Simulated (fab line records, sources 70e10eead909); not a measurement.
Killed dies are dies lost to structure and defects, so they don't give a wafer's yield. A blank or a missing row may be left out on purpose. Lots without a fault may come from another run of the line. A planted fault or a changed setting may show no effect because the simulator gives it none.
A struck lot beside a sound one | flow nand_harc | 15 steps out of a route of 1159
Sound: wafers L660.1, L660.4, L660.6. Struck: wafer L656.6. (L656.5 of the same lot was not struck and is left out.) The cause comes at the end.
At each step with rows: each side's tool, then ch and its chambers, then its first start. Under that, the readings that differ: sound wafers | struck wafers | difference of the means | sigmas: that difference in standard deviations of wafers without a fault.
alike: readings whose means differ by less than 2 such deviations, and words and numbers that are the same on both sides. not compared: withheld readings, readings that some wafer has no value for, bounds like >300 that may hide the same value, and numbers for which the record gives no deviation and whose values overlap.
The two part at a step that has a row with sigmas, a row that says differs or no value, or rows on one side only. Numbers that don't overlap but have no deviation are shown without sigmas and don't part them. A reading that every wafer of one side lacks parts them only if that side has two wafers or more.

first, 3 steps without rows for these wafers: NHARC_A_CHANNEL_HOLE_D1_STRIP_41 (strips in N2/H2); NHARC_A_CHANNEL_HOLE_D1_STRIP_42 (strips in CF4/CHF3); NHARC_A_CHANNEL_HOLE_D1_STRIP_43 (strips in O2/COS).
NHARC_A_CHANNEL_HOLE_D1_ETCH_44: etches the open film in CF4/O2, target depth 140 nm, overetch 14 nm, time 77 s.
  sound on rie_diel-10 ch 0,1,2, day 12 10:11; struck on rie_diel-10 ch 2, day 11 14:40
  alike: bias_w, drypump_motor_current_A, oes_product_au, rf_vpp_V, showerhead_plenum_p_Torr, throttle_valve_pct
  not compared: rf_hours_counter_h
NHARC_A_CHANNEL_HOLE_D1_STRIP_27: strips in O2.
  sound on rie_diel-10 ch 0,2,3; struck on rie_diel-10 ch 2
  reading      | sound          | struck | difference | sigmas
  rf_vpp_V (V) | 57.4 57.5 57.2 | 59.5   | +2.1       | +3
  alike: drypump_motor_current_A, oes_product_au, showerhead_plenum_p_Torr, throttle_valve_pct
  not compared: rf_hours_counter_h
then, 2 steps without rows for these wafers: NHARC_A_CHANNEL_HOLE_D1_PRECLEAN_28 (cleans in SC1); NHARC_A_CHANNEL_HOLE_D1_SRD_29.
NHARC_A_CHANNEL_HOLE_D1_CD_MEAS_30:
  sound on cd_sem-02, day 12 10:58; struck on cd_sem-03, day 11 15:27
  alike: cd_nm
NHARC_A_CHANNEL_HOLE_D1_XSEM_31:
  sound on xsem-02 ch 0, day 12 11:03; struck on xsem-02 ch 0, day 11 15:34
  alike: bot_cd_nm, bow_nm, tilt_deg
NHARC_A_CHANNEL_HOLE_D1_INSPECT_40:
  sound on defect_inspect-01, day 12 11:09; struck on defect_inspect-02, day 11 15:39
  alike: raw_defect_count
then, 2 steps without rows for these wafers: NHARC_A_CHANNEL_FILL_D1_PRECLEAN_00 (cleans in SC1); NHARC_A_CHANNEL_FILL_D1_SRD_01.
NHARC_A_CHANNEL_FILL_D1_ALD_02: deposits SiO2, target thk 6 nm, pulse time 10 s, ald cycles 60.
  sound on ald_hk-01 ch 1,2,3, day 12 12:06; struck on ald_hk-04 ch 0, day 11 16:21
  reading    | sound    | struck | difference | sigmas
  ald_cycles | 60 60 60 | 65     | +5         |
  alike: heater_power_w, precursor_pulse_height_rel
NHARC_A_CHANNEL_FILL_D1_ALD_03: deposits SiNx, target thk 6 nm, pulse time 60 s, ald cycles 58.
  sound on ald_sin_batch-01 ch 0; struck on ald_sin_batch-01 ch 0
  alike: chamber_pressure_Torr, precursor_pulse_height_rel
  not compared: ald_cycles
-- the record jumps here: 11 days lie between the struck wafers' starts before and after (it left off in module A_CHANNEL_FILL_D1 and takes up again in module END, whose first step shown is number 1159 of the route) --
NHARC_END_SORT_01:
  sound on prober-02 ch 0, day 23 03:17; struck on prober-02 ch 0, day 22 09:42
  alike: killed_at_array, killed_at_other, killed_at_periphery, killed_dies, killed_open, killed_short

WHERE THEY PART
Only at NHARC_A_CHANNEL_HOLE_D1_STRIP_27, within this record. Later steps at which nothing parts them and some readings are alike: NHARC_A_CHANNEL_HOLE_D1_CD_MEAS_30, NHARC_A_CHANNEL_HOLE_D1_XSEM_31, NHARC_A_CHANNEL_HOLE_D1_INSPECT_40, NHARC_A_CHANNEL_FILL_D1_ALD_02, NHARC_A_CHANNEL_FILL_D1_ALD_03, NHARC_END_SORT_01.

WHY: what the simulator had put in
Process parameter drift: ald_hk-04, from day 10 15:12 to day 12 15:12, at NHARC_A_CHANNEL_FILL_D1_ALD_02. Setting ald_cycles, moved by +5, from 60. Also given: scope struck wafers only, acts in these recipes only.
